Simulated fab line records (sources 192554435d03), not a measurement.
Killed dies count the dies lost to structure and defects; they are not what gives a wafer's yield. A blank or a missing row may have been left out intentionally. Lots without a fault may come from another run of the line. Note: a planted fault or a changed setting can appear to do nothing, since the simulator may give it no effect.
Chamber matching    flow n5-finfet    N5_SD_EPI_P_ETCH_47 on rie-diel-02 has 4 sister chambers
The step etches SiOCN in CH3F/O2, target depth 25 nm. 4 wafers are shown with their chamber, then 6 later ones without.

WAFERS WITH THEIR CHAMBER
wafer   chamber  showerhead-plenum-p-Torr (Torr)
L613.2  2        1.99
L620.1  3        1.97
L623.1  0        2.05
L623.4  1        1.91

WAFERS WITHOUT THEIR CHAMBER
wafer   showerhead-plenum-p-Torr (Torr)
L623.6  2.05
L629.2  2.04
L629.5  1.96
L629.6  1.98
L633.1  1.96
L633.6  1.90

WHICH CHAMBER EACH WENT THROUGH
wafer   from the rows above      in truth
L623.6  0                        0
L629.2  0                        0
L629.5  3                        3
L629.6  can't be placed: 2 or 3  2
L633.1  3                        3
L633.6  1                        1
5 of 6 placed correctly. Unplaceable from these rows: 1, with the true chamber sitting among the candidates in 1. 0 placed wrongly.
How it was worked out, from the rows above alone: a wafer's distance from a chamber is the root of the sum, over the readings, of the square of ((its reading less the chamber's mean) divided by the reading's scatter). If the next closest chamber is less than 2 further off than the closest, the wafer can't be placed; otherwise it belongs to the closest. For every chamber, the mean is computed from those of its wafers that are shown. The scatter: with one shown wafer a chamber, the root of the mean of the squares of how far each hidden wafer lies from its nearest shown one.
